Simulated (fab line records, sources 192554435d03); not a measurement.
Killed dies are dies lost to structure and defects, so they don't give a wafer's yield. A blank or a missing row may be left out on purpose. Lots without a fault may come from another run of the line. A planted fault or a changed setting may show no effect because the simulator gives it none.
fab line records | flow n5_finfet
record lots=10 wafers=30 last_day=16
route steps=1938 shown BEOL_M9@1419 TV_OPEN@1887 PASSIVATION@1908
lots that met no fault: from a run of the same line without faults
start_h: hours from the record's first day to the start of the lot's first wafer shown | wait_h: hours since the lot's step before | " the same as in the row above | L1.1+2: a row that stands for several wafers | - no value, or no start given | * or withheld: withheld | < > ~ a bound
route shown NAME@n: a module of which the file shows steps, and the number in the route of the first | usual: mean/standard deviation of fault-free wafers | same: alike in all rows | chamber/n: place in a boat | sites: the reading at each site | _std_site: their standard deviation | _edge_site: outer sites' mean less inner sites' | radius_mm: how far each site lies from the wafer's centre | mask NAME#n: copy n | behind: the tool/chamber that last shaped the wafer | hold: why the lot was held/for how many hours/how that ended | device: the transistor (n, p or np) that didn't switch | end of line: the same wafers' tests at the end of the route | a step without rows: its recipe alone | killed: dies lost to structure and defects at the first sort, not the wafer's yield | map: a wafer's dies, x killed, . not, _ none there
set.NAME: the setting as run; set.NAME@STEP: as run at that earlier step | model.NAME: the simulator's own value behind a step, which no gauge read
steps of the route over a sample of lots; a table a step, a row a wafer
services: from which hour (start_h, from the record's first day; less than 0 if before it) a tool's chamber was out of use, for how many hours, and why
## steps
# step N5_BEOL_M9_ETCH_62
# recipe chemistry=N2/H2 target=SOC target_depth_a=1100 overetch_a=220 mask_material=SiARC temp_c=40 time_s=165 ion_energy_ev=200 pressure_mtorr=30 source_w=840 bias_w=150 n2_flow_sccm=200 h2_flow_sccm=200
# usual drypump_motor_current_A=5.84/0.27 oes_product_au=0.67/0.07 rf_vpp_V=524.0/2.3 showerhead_plenum_p_Torr=2.55/0.081 throttle_valve_pct=17.89/0.28
# columns lot.wafer tool chamber start_h wait_h drypump_motor_current_A oes_product_au rf_hours_counter_h rf_vpp_V showerhead_plenum_p_Torr throttle_valve_pct
L440.3 rie_diel-06 1 220.22 0.0 5.96 0.59 252 524.6 2.61 17.88
L440.4 " 0 " " 5.83 0.58 244 526.4 2.60 18.13
L440.5 " 3 " " 6.14 0.67 - 521.1 2.45 17.93
L443.4 rie_diel-06 0 232.18 0.1 5.85 0.58 - 526.3 2.60 18.13
L443.5 " 2 " " 5.78 0.61 - 525.1 2.64 18.03
L443.6 " 3 " " 6.14 0.68 - 521.2 2.45 17.93
L444.2 rie_diel-04 3 234.94 0.0 5.46 0.60 228 523.9 2.51 18.19
L444.3 " 2 " " 5.84 0.73 44 523.3 2.49 17.18
L444.6 " 1 " " 6.23 0.76 - 527.7 2.70 17.91
L447.1 rie_diel-06 2 269.15 0.0 5.77 0.61 208 525.5 2.63 18.06
L447.4 " 1 " " 5.96 0.79 9 525.4 2.60 17.43
L447.6 " 2 " " 5.76 0.60 - 527.0 2.63 18.04
L448.1 rie_diel-06 1 273.56 0.0 5.94 0.79 10 525.9 2.60 17.42
L448.3 " 0 " " 5.83 0.79 5 525.2 2.60 17.69
L448.4 " 2 " " 5.76 0.61 210 526.4 2.63 18.05
L449.2 rie_diel-06 0 281.29 0.0 5.85 0.78 10 525.6 2.60 17.72
L449.5 " 2 " " 5.78 0.60 - 526.5 2.63 18.06
L449.6 " 3 " " 6.15 0.66 - 520.6 2.45 17.98
L450.3 rie_diel-06 0 283.06 0.0 5.84 0.78 11 525.8 2.60 17.71
L450.4 " 2 " " 5.79 0.60 216 525.3 2.63 18.07
L450.6 " 3 " " 6.15 0.67 - 521.5 2.44 17.98
L452.2 rie_diel-06 2 293.63 0.0 5.77 0.60 221 525.4 2.63 18.06
L452.3 " 1 " " 5.95 0.77 21 522.9 2.60 17.45
L452.6 " 0 " " 5.85 0.77 - 525.4 2.59 17.71
L455.1 rie_diel-02 2 305.27 0.0 5.31 0.62 189 521.1 2.43 17.78
L455.2 " 3 " " 5.59 0.79 17 525.4 2.59 17.64
L455.6 " 2 " " 5.30 0.62 - 520.8 2.43 17.78
L457.2 rie_diel-04 3 317.30 0.0 5.46 0.60 243 522.2 2.51 18.23
L457.3 " 0 " " 5.84 0.63 184 526.8 2.64 18.27
L457.6 " 1 " " 6.25 0.74 - 528.8 2.69 17.94
# step N5_PASSIVATION_PASS_ETCH_74
# recipe chemistry=CF4/O2 target=SiNx target_depth_a=2200 time_s=110 ion_energy_ev=100 pressure_mtorr=40 source_w=535 bias_w=49 Ar_flow_sccm=100 cf4_flow_sccm=100 O2_flow_sccm=10
# usual cf4_flow_sccm=100.0/0.31 drypump_motor_current_A=5.83/0.28 mfc_ar_sccm=100.0/0.3 oes_product_au=0.79/0.09 rf_vpp_V=241.4/2.2 showerhead_plenum_p_Torr=2.21/0.066 throttle_valve_pct=16.06/0.28
# columns lot.wafer tool chamber start_h wait_h cf4_flow_sccm drypump_motor_current_A mfc_ar_sccm oes_product_au rf_hours_counter_h rf_vpp_V showerhead_plenum_p_Torr throttle_valve_pct
L440.3 rie_diel-02 2 289.42 0.0 100.2 5.30 99.9 0.74 180 238.9 2.11 15.89
L440.4 " 0 " " 100.1 6.09 100.2 0.72 - 240.6 2.19 16.28
L440.5 " 1 " " 100.2 5.92 99.9 0.69 - 241.2 2.17 16.40
L443.4 rie_diel-02 0 292.81 0.0 100.0 6.09 100.0 0.72 - 240.5 2.19 16.29
L443.5 " 2 " " 100.1 5.31 100.3 0.74 - 239.2 2.11 15.89
L443.6 " 1 " " 100.4 5.90 100.0 0.69 - 240.8 2.17 16.42
L444.2 rie_diel-06 2 293.87 0.0 100.0 5.74 99.8 0.71 221 243.4 2.27 16.24
L444.3 " 1 " " 99.9 5.95 100.6 0.93 21 245.8 2.25 15.65
L444.6 " 2 " " 99.8 5.76 99.8 0.71 - 243.7 2.27 16.25
L447.1 rie_diel-06 1 319.93 0.0 99.8 5.97 100.2 0.90 29 245.2 2.25 15.69
L447.4 " 1 " " 100.4 5.95 99.9 0.90 - 245.6 2.25 15.67
L447.6 " 3 " " 100.5 6.15 99.7 0.76 - 243.3 2.13 16.17
L448.1 rie_diel-04 2 325.90 0.0 100.0 5.84 99.7 0.85 61 242.9 2.15 15.41
L448.3 " 0 " " 99.4 5.87 100.2 0.73 186 240.2 2.28 16.40
L448.4 " 1 " " 100.4 6.27 100.5 0.88 55 242.0 2.32 16.05
L449.2 rie_diel-04 3 333.26 0.0 100.1 5.46 100.3 0.70 249 239.2 2.17 16.28
L449.5 " 1 " " 99.9 6.26 99.8 0.88 - 240.4 2.32 16.06
L449.6 " 0 " " 100.1 5.84 99.9 0.74 - 241.1 2.28 16.43
L450.3 rie_diel-04 1 340.26 0.0 100.0 6.28 100.4 0.87 61 239.9 2.32 16.08
L450.4 " 2 " " 99.6 5.80 99.6 0.85 - 240.6 2.14 15.41
L450.6 " 0 " " 99.6 5.82 100.0 0.74 - 242.3 2.27 16.41
L452.2 rie_diel-06 3 349.39 0.0 99.8 6.13 100.2 0.74 141 242.9 2.12 16.20
L452.3 " 1 " " 99.8 5.97 99.7 0.89 39 244.9 2.24 15.70
L452.6 " 2 " " 100.2 5.77 100.4 0.69 - 244.1 2.27 16.27
L455.1 rie_diel-06 1 354.81 0.0 99.4 5.95 99.9 0.89 41 244.4 2.24 15.70
L455.2 " 3 " " 100.2 6.15 100.2 0.76 142 242.0 2.12 16.21
L455.6 " 2 " " 100.2 5.78 100.0 0.70 - 243.5 2.27 16.30
L457.2 rie_diel-04 2 372.74 0.0 100.2 5.82 100.3 0.85 75 241.1 2.14 15.43
L457.3 " 1 " " 100.2 6.26 99.0 0.86 71 240.9 2.32 16.08
L457.6 " 0 " " 99.4 5.81 100.3 0.73 - 240.1 2.27 16.44
# step N5_PASSIVATION_DESCUM_32
# recipe chemistry=O2 time_s=7.9 source_power_w=50 bias_power_w=20 pressure_mtorr=20 rf_frequency_hz=2.712e+07 temp_c=40 o2_flow_sccm=225
# usual drypump_motor_current_A=5.8/0.47 oes_product_au=0.81/0.089 rf_vpp_V=243.4/1.3 showerhead_plenum_p_Torr=2.10/0.075 throttle_valve_pct=20.27/0.19
# columns lot.wafer tool chamber start_h wait_h drypump_motor_current_A oes_product_au rf_hours_counter_h rf_vpp_V showerhead_plenum_p_Torr throttle_valve_pct
L440.3 rie_diel-05 2 291.21 0.3 6.3 0.67 234 243.6 2.07 20.62
L440.4 " 0 " " 5.2 0.96 2 242.9 2.15 20.18
L440.5 " 1 " " 6.1 0.89 - 244.4 2.04 20.20
L443.4 rie_diel-03 0 294.82 0.4 6.3 0.83 67 241.5 2.04 20.40
L443.5 " 0 " " 6.3 0.84 - 242.7 2.04 20.39
L443.6 " 1 " " 5.7 0.75 - 242.3 2.19 20.13
L444.2 rie_diel-01 3 295.30 0.0 5.1 0.75 105 245.3 2.19 20.15
L444.3 " 0 " " 5.5 0.89 36 243.8 2.13 19.83
L444.6 " 2 " " 5.4 0.78 - 244.5 2.21 20.27
L447.1 rie_diel-01 0 321.29 0.0 5.5 0.87 46 243.5 2.13 19.85
L447.4 " 2 " " 5.4 0.77 126 244.0 2.20 20.30
L447.6 " 1 " " 6.1 0.69 - 239.7 1.97 20.33
L448.1 rie_diel-03 1 327.69 0.3 5.7 0.75 155 245.1 2.18 20.14
L448.3 " 0 " " 6.3 0.82 80 242.2 2.03 20.42
L448.4 " 0 " " 6.3 0.83 - 243.1 2.03 20.40
L449.2 rie_diel-05 3 334.90 0.0 5.4 0.69 247 242.8 2.05 20.60
L449.5 " 1 " " 6.1 0.86 - 243.4 2.04 20.18
L449.6 " 0 " " 5.2 0.91 - 243.8 2.14 20.21
L450.3 rie_diel-05 3 342.94 0.3 5.4 0.68 251 243.3 2.05 20.62
L450.4 " 0 " " 5.2 0.89 - 245.2 2.14 20.22
L450.6 " 1 " " 6.2 0.86 - 241.0 2.04 20.21
L452.2 rie_diel-05 3 351.11 0.3 5.3 0.69 255 242.5 2.05 20.63
L452.3 " 1 " " 6.2 0.86 51 241.7 2.03 20.23
L452.6 " 1 " " 6.1 0.87 - 241.7 2.03 20.23
L455.1 rie_diel-01 3 356.83 0.0 5.1 0.75 132 245.0 2.18 20.18
L455.2 " 1 " " 6.1 0.97 2 245.2 2.23 20.04
L455.6 " 1 " " 6.1 0.97 - 245.7 2.24 20.03
L457.2 rie_diel-03 2 374.50 0.0 6.6 0.93 11 245.2 2.13 20.39
L457.3 " 1 " " 5.7 0.73 172 245.7 2.18 20.18
L457.6 " 3 " " 6.3 0.72 - 241.6 1.99 20.40
# step N5_PASSIVATION_AL_ETCH_33
# recipe chemistry=Cl2/BCl3 target_depth_a=28000 over_etch_frac=0.15 Cl2_flow_sccm=180 bcl3_flow_sccm=60 target=Al stop_on=TaN time_s=466.7 ion_energy_ev=100 pressure_mtorr=10 icp_w=900 bias_w=100
# usual drypump_motor_current_A=5.8/0.44 mfc_cl2_sccm=179.9/0.46 oes_product_au=0.68/0.056 throttle_valve_pct=34.15/0.085
# columns lot.wafer tool chamber start_h wait_h drypump_motor_current_A mfc_cl2_sccm oes_product_au rf_hours_counter_h throttle_valve_pct
L440.3 rie_metal-03 1 291.44 0.2 5.7 180.1 0.61 - 34.09
L440.4 " 0 " " 5.2 180.0 0.75 - 34.19
L440.5 " 1 " " 5.7 179.7 0.61 - 34.11
L443.4 rie_metal-01 0 295.03 0.2 6.6 180.3 0.71 - 34.24
L443.5 " 0 " " 6.6 179.5 0.71 - 34.23
L443.6 " 1 " " 5.8 180.5 0.65 - 34.03
L444.2 rie_metal-02 1 295.39 0.1 5.5 179.3 0.63 75 34.24
L444.3 " 1 " " 5.5 180.9 0.63 - 34.25
L444.6 " 0 " " 5.9 179.7 0.78 - 34.01
L447.1 rie_metal-01 0 321.38 0.1 6.6 180.0 0.70 36 34.26
L447.4 " 0 " " 6.6 181.0 0.70 - 34.26
L447.6 " 0 " " 6.6 180.7 0.70 - 34.25
L448.1 rie_metal-03 0 327.77 0.1 5.3 180.1 0.74 22 34.20
L448.3 " 1 " " 5.7 179.8 0.61 - 34.11
L448.4 " 0 " " 5.2 179.9 0.73 - 34.22
L449.2 rie_metal-03 1 334.99 0.1 5.7 179.7 0.61 88 34.08
L449.5 " 0 " " 5.2 180.4 0.74 - 34.18
L449.6 " 1 " " 5.6 180.2 0.61 - 34.08
L450.3 rie_metal-03 1 343.16 0.2 5.7 180.5 0.60 - 34.10
L450.4 " 0 " " 5.2 179.5 0.74 - 34.15
L450.6 " 1 " " 5.7 179.8 0.61 - 34.11
L452.2 rie_metal-03 1 351.21 0.1 5.7 180.1 0.61 90 34.07
L452.3 " 0 " " 5.2 179.7 0.74 - 34.18
L452.6 " 1 " " 5.7 179.6 0.61 - 34.08
L455.1 rie_metal-01 1 356.92 0.1 5.8 180.0 0.64 77 34.08
L455.2 " 0 " " 6.6 179.7 0.70 38 34.26
L455.6 " 0 " " 6.6 179.6 0.69 - 34.25
L457.2 rie_metal-01 1 374.58 0.1 5.8 179.6 0.64 78 34.04
L457.3 " 1 " " 5.9 180.4 0.64 - 34.02
L457.6 " 0 " " 6.6 179.3 0.70 - 34.22
# step N5_PASSIVATION_PROBE_49
# usual defect_limited_yield=91.0/1.5 killed_at_M0_to_M3=36/12 killed_at_M4_up=14/5.5 killed_at_contacts=11/4.8 killed_at_front_end=42/12 killed_at_other=3.7/2.7 killed_dies=106/18 killed_on_rim=13/4.5 killed_open=70/13 killed_short=35/8.2 sort_bin_5_function=5.3/1 sort_bin_6_memory=3.3/0.69 sort_n_pass=1074/18 sort_yield_pct=91.0/1.5
# same gross_dies=1180 killed_at_back_side=0 sort_bin_4_leakage[%]=0 sort_bin_8_speed[%]=0
# columns lot.wafer tool chamber start_h wait_h defect_limited_yield[%] killed_at_M0_to_M3 killed_at_M4_up killed_at_contacts killed_at_front_end killed_at_other killed_dies killed_on_rim killed_open killed_short sort_bin_5_function[%] sort_bin_6_memory[%] sort_n_pass sort_yield_pct[%]
L448.1 prober-01 - 332.72 0.0 89.7 38 14 14 52 3 121 19 82 33 6.3 3.8 1059 89.7
L448.3 prober-01 - 332.82 0.1 90.7 37 12 7 46 8 110 16 74 34 5.0 4.2 1070 90.7
L448.4 prober-01 - 332.87 0.2 88.1 54 25 3 52 6 140 15 88 50 6.9 4.7 1040 88.1
L450.3 prober-02 - 348.21 0.5 87.2 21 92 10 26 2 151 21 52 20 8.2 3.1 1029 87.2
L450.4 prober-02 - 348.26 0.6 82.6 31 113 6 51 4 205 17 71 41 11.4 4.3 975 82.6
L450.6 prober-02 - 348.36 0.7 88.3 23 68 8 37 2 138 21 59 32 6.7 3.3 1042 88.3
L452.2 prober-01 - 355.95 0.1 83.8 25 100 10 54 2 191 8 65 30 11.4 3.8 989 83.8
L452.3 prober-01 - 356.00 0.1 86.8 41 61 9 40 5 156 21 69 33 8.4 3.6 1024 86.8
L452.6 prober-01 - 356.15 0.3 85.5 32 79 9 48 3 171 28 64 32 8.9 4.0 1009 85.5
# killed by level:class
L448.1 STI_FIN_REVEAL:geometric_particle:open=13 MOL_CONTACT_COAG:geometric_particle:open=12 FIN_SAQP:geometric_particle:open=10 BEOL_M3:geometric_particle:open=9 FIN_SAQP:geometric_particle:short=8 BEOL_M2:geometric_particle:open=6 GATE_CUT:geometric_particle:short=5 BEOL_M0_SAQP:geometric_particle:short=5
L448.3 STI_FIN_REVEAL:geometric_particle:open=15 GATE_CUT:geometric_particle:short=11 BEOL_M1:geometric_particle:open=11 BEOL_M2:geometric_particle:open=9 BEOL_M0_SAQP:geometric_particle:open=7 FIN_SAQP:geometric_particle:short=5 GATE_CUT:geometric_particle:open=5 MOL_CONTACT_COAG:geometric_particle:open=5
L448.4 STI_FIN_REVEAL:geometric_particle:open=13 BEOL_M0_SAQP:geometric_particle:open=10 BEOL_M3:geometric_particle:open=9 BEOL_M4:geometric_particle:open=9 FIN_SAQP:geometric_particle:short=8 GATE_CUT:geometric_particle:short=8 BEOL_M1:geometric_particle:open=8 BEOL_M2:geometric_particle:open=8
L450.3 BEOL_M9:unspecified=79 BEOL_M0_SAQP:geometric_particle:open=8 MOL_CONTACT_COAG:geometric_particle:open=8 BEOL_M0_SAQP:geometric_particle:short=7 FIN_SAQP:geometric_particle:open=5 STI_FIN_REVEAL:geometric_particle:open=5 FIN_SAQP:geometric_particle:short=4 STARTING-WAFER:geometric_particle:open=4
L450.4 BEOL_M9:unspecified=93 STI_FIN_REVEAL:geometric_particle:open=11 BEOL_M0_SAQP:geometric_particle:short=11 FIN_SAQP:geometric_particle:open=10 BEOL_M4:geometric_particle:open=9 BEOL_M0_SAQP:geometric_particle:open=8 BEOL_M2:geometric_particle:open=8 DUMMY_GATE:geometric_particle:open=7
L450.6 BEOL_M9:unspecified=45 BEOL_M4:geometric_particle:open=14 STI_FIN_REVEAL:geometric_particle:open=7 BEOL_M0_SAQP:geometric_particle:open=6 BEOL_M1:geometric_particle:open=6 FIN_SAQP:geometric_particle:short=5 MOL_CONTACT_COAG:geometric_particle:open=5 BEOL_M1:geometric_particle:short=5
L452.2 BEOL_M9:unspecified=93 DUMMY_GATE:geometric_particle:open=15 STI_FIN_REVEAL:geometric_particle:open=9 FIN_SAQP:geometric_particle:open=7 MOL_CONTACT_COAG:geometric_particle:open=7 STARTING-WAFER:geometric_particle:short=7 BEOL_M0_SAQP:geometric_particle:short=5 BEOL_M0_SAQP:geometric_particle:open=5
L452.3 BEOL_M9:unspecified=53 STI_FIN_REVEAL:geometric_particle:open=12 BEOL_M2:geometric_particle:open=9 BEOL_M0_SAQP:geometric_particle:open=7 FIN_SAQP:geometric_particle:open=6 BEOL_M0_SAQP:geometric_particle:short=6 BEOL_M1:geometric_particle:open=6 MOL_CONTACT_COAG:geometric_particle:open=5
L452.6 BEOL_M9:unspecified=75 STI_FIN_REVEAL:geometric_particle:open=15 BEOL_M0_SAQP:geometric_particle:short=13 MOL_CONTACT_COAG:geometric_particle:open=9 FIN_SAQP:geometric_particle:open=8 DUMMY_GATE:geometric_particle:open=7 BEOL_M0_SAQP:geometric_particle:open=5 BEOL_M1:geometric_particle:open=4
## services
# columns tool chamber start_h hours kind
rie_metal-03 - 205.01 2.8 pm
rie_diel-01 0 225.59 5.0 repair
rie_diel-06 1 227.30 - clean
rie_diel-06 1 227.30 - consumable_replace:focus_ring
rie_diel-06 1 227.30 12.9 scheduled_down
rie_diel-06 1 227.30 12.9 vent_cycle
rie_diel-02 3 240.04 7.0 repair
rie_diel-06 0 240.32 - clean
rie_metal-01 - 241.19 1.0 repair
rie_diel-01 1 246.01 6.7 repair
rie_diel-04 3 256.08 4.6 repair
rie_metal-03 - 259.33 0.2 repair
rie_diel-04 - 270.47 28.1 pm
rie_diel-02 3 286.50 12.4 repair
rie_diel-04 2 300.05 8.2 repair
rie_diel-01 1 300.08 2.1 repair
rie_diel-03 - 306.71 2.8 pm
rie_diel-06 2 315.03 5.0 repair
rie_diel-03 2 315.09 11.2 repair
rie_diel-05 3 331.50 3.1 repair
rie_diel-04 2 334.34 3.7 repair
rie_diel-01 0 338.64 8.2 repair
rie_diel-06 2 364.29 10.0 repair
rie_diel-06 - 368.95 1.7 repair
## key
first_sign step=N5_PASSIVATION_PROBE_49 reading=killed_at_M4_up direction=up sigmas=13 usual=14 struck=86
effect step=N5_PASSIVATION_PROBE_49 reading=defect_limited_yield direction=down sigmas=3.5 usual=91.0 struck=85.7
more_kills_born_at N5_BEOL_M9_ETCH_62@rie_diel-06=438
met_at N5_BEOL_M9_ETCH_62
struck_lots L450,L452
not_acting_at N5_PASSIVATION_PASS_ETCH_74,N5_PASSIVATION_DESCUM_32,N5_PASSIVATION_AL_ETCH_33
onset_between 281.29 283.06
earlier_fault kind=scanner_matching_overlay tool=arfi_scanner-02 chamber=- onset_h=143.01 steps=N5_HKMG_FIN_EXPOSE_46 offset=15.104
fault kind=chamber_particle_source tool=rie_diel-06 chamber=- onset_h=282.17 steps=N5_BEOL_M9_ETCH_62 rate_per_visit_cm2=0.43843
